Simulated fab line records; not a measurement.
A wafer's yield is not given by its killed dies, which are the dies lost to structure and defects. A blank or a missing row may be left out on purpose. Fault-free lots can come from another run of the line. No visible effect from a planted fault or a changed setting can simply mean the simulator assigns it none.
Which of the tools did it? | flow nand-harc | Sampling: 12 lots, 36 wafers, 5 of 1159 route steps

## WHAT THE GAUGES SHOWED, per wafer
NHARC_END_SORT_01. Usual: killed-at-array 31, standard deviation 12; killed-at-other 0.6, standard deviation 0.85; killed-at-periphery 3.0, standard deviation 2.3; killed-dies 35, standard deviation 12; killed-open 3.2, standard deviation 1.9; killed-short 1.8, standard deviation 1.4.
lot  | measured     | on        | killed-at-array | killed-at-other | killed-at-periphery | killed-dies | killed-open | killed-short | flag
L285 | day 19 21:26 | prober-01 | 17 14 28        | 1 2 0           | 8 7 8               | 26 23 36    | 5 4 5       | 2 3 3        |
L291 | day 21 20:56 | prober-02 | 40 34 39        | 0 1 1           | 0 4 1               | 40 39 41    | 0 7 2       | 2 2 2        |
L294 | day 22 04:41 | prober-01 | 45 33 31        | 1 2 1           | 1 2 0               | 47 37 32    | 4 3 1       | 2 1 0        |
L297 | day 23 13:31 | prober-02 | 46 29 38        | 0 1 1           | 1 3 2               | 47 33 41    | 5 3 5       | 2 3 1        |
L302 | day 24 12:55 | prober-02 | 29 27 33        | 0 0 0           | 5 10 5              | 34 37 38    | 1 2 6       | 2 2 3        |
L304 | day 24 00:21 | prober-01 | 42 36 26        | 0 0 1           | 7 3 4               | 49 39 31    | 6 4 6       | 3 0 1        |
L306 | day 25 07:42 | prober-01 | 41 31 31        | 3 2 1           | 4 6 4               | 48 39 36    | 4 5 4       | 1 0 0        |

## WHAT TOOL EACH LOT RAN ON (gives the tool, then ch and the chambers of the sampled wafers, and finally the start)
lot  | NHARC_A_CHANNEL_HOLE_D1_ETCH_33  | NHARC_A_CHANNEL_FILL_D1_ALD_03                 | NHARC_A_CHANNEL_FILL_D1_ALD_16   | NHARC_A_CHANNEL_FILL_D1_STRIP_28
L285 | har-etch-02 ch 0,1, day 8 19:31  | ald-sin-batch-02 ch 0, day 9 09:37 or earlier  | ald-hk-04 ch 0,1,3, day 9 09:37  | rie-diel-01 ch 0,1,2, day 9 21:37
L287 | har-etch-02 ch 0,1, day 9 04:41  | ald-sin-batch-02 ch 0, day 9 17:54 or earlier  | ald-hk-02 ch 0,2,3, day 9 17:54  | rie-diel-06 ch 0,1, day 10 05:41
L288 | har-etch-01 ch 0,1, day 9 12:34  | ald-sin-batch-02 ch 0, day 10 02:15 or earlier | ald-hk-01 ch 1,2,3, day 10 02:15 | rie-diel-01 ch 0,1,3, day 10 14:17
L291 | har-etch-02 ch 0,1, day 10 10:06 | ald-sin-batch-01 ch 0, day 11 05:58 or earlier | ald-hk-02 ch 1,2,3, day 11 05:58 | rie-diel-02 ch 0,2,3, day 11 17:52
L294 | har-etch-01 ch 0,1, day 11 04:59 | ald-sin-batch-03 ch 0, day 11 19:09 or earlier | ald-hk-01 ch 0,1,3, day 11 19:09 | rie-diel-02 ch 0,1,2, day 12 08:07
L297 | har-etch-02 ch 0,1, day 12 07:32 | ald-sin-batch-03 ch 0, day 13 01:31 or earlier | ald-hk-04 ch 0,1,3, day 13 01:31 | rie-diel-01 ch 1,2,3, day 13 13:17
L301 | har-etch-01 ch 0, day 12 14:34   | ald-sin-batch-03 ch 0, day 13 07:02 or earlier | ald-hk-04 ch 0,2,3, day 13 07:02 | rie-diel-01 ch 0,1,3, day 13 16:51
L305 | har-etch-01 ch 0,1, day 13 06:49 | ald-sin-batch-03 ch 0, day 13 21:01 or earlier | ald-hk-02 ch 1,2, day 13 21:01   | rie-diel-02 ch 1,2, day 14 09:32
L302 | har-etch-01 ch 0,1, day 13 11:00 | ald-sin-batch-01 ch 0, day 14 01:11 or earlier | ald-hk-01 ch 0,1,3, day 14 01:11 | rie-diel-06 ch 2,3, day 14 14:25
L304 | har-etch-02 ch 0,1, day 13 11:58 | ald-sin-batch-01 ch 0, day 14 01:19 or earlier | ald-hk-01 ch 0,2,3, day 14 01:19 | rie-diel-02 ch 0,1, day 14 14:25
L307 | har-etch-02 ch 0,1, day 13 20:59 | ald-sin-batch-02 ch 0, day 14 14:55 or earlier | ald-hk-02 ch 0,1, day 14 14:55   | rie-diel-06 ch 1,2,3, day 15 03:06
L306 | har-etch-02 ch 0,1, day 14 01:05 | ald-sin-batch-01 ch 0, day 14 14:57 or earlier | ald-hk-04 ch 0,2,3, day 14 14:57 | rie-diel-01 ch 0,2, day 15 03:05
- NHARC_A_CHANNEL_HOLE_D1_ETCH_33: etches the open film in C4F8/O2/Ar, time 90 s, target depth 400 nm.
- NHARC_A_CHANNEL_FILL_D1_ALD_03: deposits SiNx, target thk 6 nm, pulse time 60 s, ald cycles 58.
- NHARC_A_CHANNEL_FILL_D1_ALD_16: deposits SiO2, target thk 1.5 nm, pulse time 10 s, ald cycles 15.
- NHARC_A_CHANNEL_FILL_D1_STRIP_28: strips in O2, time 20 s.

## WHAT THE TOOLS THEMSELVES READ (means of the sampled wafers that have a number; where no wafer has one, the mark that the record gives instead)
NHARC_A_CHANNEL_HOLE_D1_ETCH_33. Usual: drypump-motor-current-A 6.1 A, standard deviation 0.4; mfc-ar-sccm 374.9 sccm, standard deviation 1.2; showerhead-plenum-p-Torr 3.75 Torr, standard deviation 0.14; throttle-valve-pct 27.620 %, standard deviation 0.0089.
lot  | tool        | drypump-motor-current-A (A) | mfc-ar-sccm (sccm) | showerhead-plenum-p-Torr (Torr) | throttle-valve-pct (%) | flag
L285 | har-etch-02 | 5.8                         | 374.6              | 3.90                            | 27.624                 |
L287 | har-etch-02 | 5.8                         | 375.0              | 3.89                            | 27.628                 |
L288 | har-etch-01 | 6.5                         | 375.2              | 3.61                            | 27.623                 |
L291 | har-etch-02 | 5.8                         | 374.7              | 3.89                            | 27.617                 |
L294 | har-etch-01 | 6.5                         | 375.5              | 3.60                            | 27.611                 |
L297 | har-etch-02 | 6.0                         | 375.0              | 3.86                            | 27.616                 |
L301 | har-etch-01 | 6.6                         | 374.6              | 3.59                            | 27.612                 |
L305 | har-etch-01 | 6.5                         | 375.4              | 3.59                            | 27.620                 |
L302 | har-etch-01 | 6.5                         | 375.3              | 3.59                            | 27.625                 |
L304 | har-etch-02 | 5.8                         | 374.7              | 3.87                            | 27.623                 |
L307 | har-etch-02 | 5.8                         | 374.6              | 3.86                            | 27.623                 |
L306 | har-etch-02 | 5.8                         | 375.4              | 3.86                            | 27.617                 |

NHARC_A_CHANNEL_FILL_D1_ALD_03. Usual: chamber-pressure-Torr 2.000 Torr, standard deviation 0.0037; precursor-pulse-height-rel 0.998, standard deviation 0.019.
lot  | tool             | chamber-pressure-Torr (Torr) | precursor-pulse-height-rel | flag
L285 | ald-sin-batch-02 | 1.999                        | 0.991                      |
L287 | ald-sin-batch-02 | 2.007                        | 1.013                      |
L288 | ald-sin-batch-02 | 2.003                        | 0.986                      |
L291 | ald-sin-batch-01 | 2.001                        | 0.996                      |
L294 | ald-sin-batch-03 | 2.000                        | 1.012                      |
L297 | ald-sin-batch-03 | 1.999                        | 1.003                      |
L301 | ald-sin-batch-03 | 1.998                        | 0.990                      |
L305 | ald-sin-batch-03 | 1.998                        | 0.978                      |
L302 | ald-sin-batch-01 | 2.006                        | 0.997                      |
L304 | ald-sin-batch-01 | 2.000                        | 1.003                      |
L307 | ald-sin-batch-02 | 1.997                        | 1.000                      |
L306 | ald-sin-batch-01 | 2.003                        | 1.010                      |

NHARC_A_CHANNEL_FILL_D1_ALD_16. Usual: heater-power-w 469 W, standard deviation 56; precursor-pulse-height-rel 1.000, standard deviation 0.018.
lot  | tool      | heater-power-w (W) | precursor-pulse-height-rel | flag
L285 | ald-hk-04 | 459                | 1.012                      |
L287 | ald-hk-02 | 459                | 1.015                      |
L288 | ald-hk-01 | 457                | 1.010                      |
L291 | ald-hk-02 | 468                | 0.994                      |
L294 | ald-hk-01 | 520                | 1.002                      |
L297 | ald-hk-04 | 458                | 1.009                      |
L301 | ald-hk-04 | 436                | 0.993                      |
L305 | ald-hk-02 | 477                | 1.003                      |
L302 | ald-hk-01 | 536                | 0.987                      |
L304 | ald-hk-01 | 525                | 1.008                      |
L307 | ald-hk-02 | 468                | 1.020                      |
L306 | ald-hk-04 | 453                | 0.984                      |

NHARC_A_CHANNEL_FILL_D1_STRIP_28. Usual: drypump-motor-current-A 6.0 A, standard deviation 0.49; mfc-ar-sccm 0.011 sccm, standard deviation 0.013; oes-product-au 1.002 a.u., standard deviation 0.0075; rf-vpp-V 57.9 V, standard deviation 0.91; showerhead-plenum-p-Torr 3.53 Torr, standard deviation 0.15; throttle-valve-pct 17.036 %, standard deviation 0.0098.
lot  | tool        | drypump-motor-current-A (A) | mfc-ar-sccm (sccm) | oes-product-au (a.u.) | rf-vpp-V (V) | showerhead-plenum-p-Torr (Torr) | throttle-valve-pct (%) | flag
L285 | rie-diel-01 | 5.9                         | 0.032              | 1.011                 | 58.0         | 3.48                            | 17.042                 |
L287 | rie-diel-06 | 5.3                         | 0.022              | 0.991                 | 58.0         | 3.44                            | 17.028                 |
L288 | rie-diel-01 | 5.7                         | 0.018              | 1.011                 | 58.1         | 3.55                            | 17.031                 |
L291 | rie-diel-02 | 6.2                         | 0.003              | 1.001                 | 58.4         | 3.49                            | 17.036                 |
L294 | rie-diel-02 | 6.1                         | 0.003              | 1.008                 | 58.6         | 3.56                            | 17.032                 |
L297 | rie-diel-01 | 5.9                         | 0.023              | 1.009                 | 57.4         | 3.58                            | 17.044                 |
L301 | rie-diel-01 | 5.7                         | 0.018              | 1.009                 | 57.9         | 3.55                            | 17.040                 |
L305 | rie-diel-02 | 6.0                         | 0.003              | 1.005                 | 58.5         | 3.64                            | 17.033                 |
L302 | rie-diel-06 | 5.6                         | 0.001              | 0.999                 | 58.5         | 3.69                            | 17.021                 |
L304 | rie-diel-02 | 6.1                         | 0.003              | 0.999                 | 58.2         | 3.48                            | 17.042                 |
L307 | rie-diel-06 | 5.8                         | 0.004              | 0.995                 | 58.3         | 3.56                            | 17.042                 |
L306 | rie-diel-01 | 6.2                         | 0.031              | 0.996                 | 58.1         | 3.35                            | 17.029                 |

## THE ANSWER, worked out from the rows above alone
Rule: a lot counts as off when the mean over its wafers that have a number is more than 3 standard deviations away from the usual mean. A lot without any number at a reading at which 4 lots or more have one is off too. Any other lot the step has rows for is counted as sound. First the gauges in route order, then the tools' own readings, where a lot's mean is used as printed above. At the first step where some lot is off, the reading lying furthest off is the one used; lots without a number count as furthest.
Across all readings shown, no lot is off: no conclusion can be drawn from this.

## WHAT WAS PUT IN BY THE SIMULATOR
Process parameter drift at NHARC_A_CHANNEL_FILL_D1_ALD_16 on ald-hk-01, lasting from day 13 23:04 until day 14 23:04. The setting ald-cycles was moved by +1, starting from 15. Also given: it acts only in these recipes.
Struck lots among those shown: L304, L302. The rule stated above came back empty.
